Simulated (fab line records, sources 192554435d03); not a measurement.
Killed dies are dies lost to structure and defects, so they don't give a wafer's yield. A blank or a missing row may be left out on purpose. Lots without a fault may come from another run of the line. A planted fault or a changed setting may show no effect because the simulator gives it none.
Split-lot experiment | flow n5_finfet | 7 lots, 21 wafers read, on a route of 1938 steps

THE SPLIT
At N5_BEOL_M10_COAT_22 (resist thk 90 nm), the setting spin_rpm was moved away from the recipe's 1500 rpm on 7 of the 21 wafers read, by -9.6% to +10.3%. The other wafers ran this setting at the recipe's value.

FROM THE SPLIT TO THE READING: what the file shows between them, 2 steps
- N5_BEOL_M10_EXPOSE_25: exposes mask V9 (also split here: dose_mj)
- N5_BEOL_M10_PEB_26: peb time 60 s

THE READING
CAR-ArF_of_BEOL_M10_COAT_22.thk_nm (the simulator's own value, which no gauge read), in nm, at N5_BEOL_M10_DEVELOP_27 (develop time 30 s). The file gives no usual value for it. The 14 wafers here that ran the recipe average 88.3 nm, standard deviation 0.12 nm.

wafer  | tool, chamber at the split | spin_rpm as run, rpm | against the recipe | CAR-ArF_of_BEOL_M10_COAT_22.thk_nm, nm | against lot-mates on the recipe
L075.1 | litho_track-01, 0          | 1645                 | +9.7%              | 84.2                                   | -4.0
L075.2 | litho_track-01, 0          | 1500                 | recipe             | 88.2                                   | -
L075.6 | litho_track-01, 0          | 1645                 | +9.7%              | 84                                     | -4.2
L076.1 | litho_track-01, 0          | 1500                 | recipe             | 88.2                                   | -
L076.3 | litho_track-01, 0          | 1609                 | +7.3%              | 85.2                                   | -3.1
L076.5 | litho_track-01, 0          | 1500                 | recipe             | 88.4                                   | -
L080.2 | litho_track-04, 0          | 1500                 | recipe             | 88.2                                   | -
L080.4 | litho_track-04, 0          | 1500                 | recipe             | 88.2                                   | -
L080.3 | litho_track-04, 0          | 1654                 | +10.3%             | 84                                     | -4.2
L083.3 | litho_track-04, 0          | 1500                 | recipe             | 88.4                                   | -
L083.4 | litho_track-04, 0          | 1500                 | recipe             | 88.2                                   | -
L083.5 | litho_track-04, 0          | 1555                 | +3.7%              | 86.4                                   | -1.9
L084.1 | litho_track-01, 0          | 1500                 | recipe             | 88.6                                   | -
L084.2 | litho_track-01, 0          | 1356                 | -9.6%              | 93                                     | +4.5
L084.5 | litho_track-01, 0          | 1500                 | recipe             | 88.4                                   | -
L092.3 | litho_track-01, 0          | 1500                 | recipe             | 88.4                                   | -
L092.5 | litho_track-01, 0          | 1500                 | recipe             | 88.4                                   | -
L092.4 | litho_track-01, 0          | 1500                 | recipe             | 88.2                                   | -
L094.1 | litho_track-01, 0          | 1549                 | +3.3%              | 86.6                                   | -1.7
L094.4 | litho_track-01, 0          | 1500                 | recipe             | 88.4                                   | -
L094.5 | litho_track-01, 0          | 1500                 | recipe             | 88.2                                   | -

THE FIT
A straight line over all 21 wafers: CAR-ArF_of_BEOL_M10_COAT_22.thk_nm changes by -0.448 nm for each +1% of spin_rpm; r = -1.00; the points scatter about the line by 0.18 nm.
The same after taking each lot's own level away (the mean of its wafers on the recipe; 21 wafers): -0.436 nm for each +1%; r = -1.00; scatter 0.16 nm.
On that fit, the largest move of spin_rpm shifts the reading by 4.5 nm.
The lots' own levels span 88.20 to 88.50 nm, that is 2.4 times the standard deviation above.
So the lot-to-lot level changes the slope little: the two slopes agree.
Check: with one of the wafers moved furthest among these (+10.3%) left out of the fit, the line predicts -4.54 nm for it against its lot-mates. It came out at -4.2 nm against them.

OTHER SPLITS ON THESE WAFERS
These wafers also went through other splits before the reading. Each is held against what the fit with the lots' levels taken away leaves over:
other split on the same wafers | wafers away from the commonest value | r with CAR-ArF_of_BEOL_M10_COAT_22.thk_nm (lot level and that fit taken away)
N5_BEOL_M9_COAT_60 spin_rpm    | 6                                    | -0.43
N5_BEOL_M9_COAT_05 spin_rpm    | 5                                    | -0.27
N5_BEOL_M10_EXPOSE_25 dose_mj  | 8                                    | -0.11

THE WHOLE CHAIN: every reading that the file lists as answering this split, in the file's order
step                   | what it does      | reading                                                                             | change (the file's fit)               | r (the file's)
N5_BEOL_M10_COAT_22    | resist thk 90 nm  | CAR-ArF_of_BEOL_M10_COAT_22.thk_nm (the simulator's own value, which no gauge read) | -0.43 nm for each +1% of the setting  | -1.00
N5_BEOL_M10_DEVELOP_27 | develop time 30 s | CAR-ArF_of_BEOL_M10_COAT_22.thk_nm (the simulator's own value, which no gauge read) | -0.438 nm for each +1% of the setting | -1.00

THE FILE'S OWN FIT
CAR-ArF_of_BEOL_M10_COAT_22.thk_nm changes by -0.438 nm for each +1% of spin_rpm, r = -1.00.
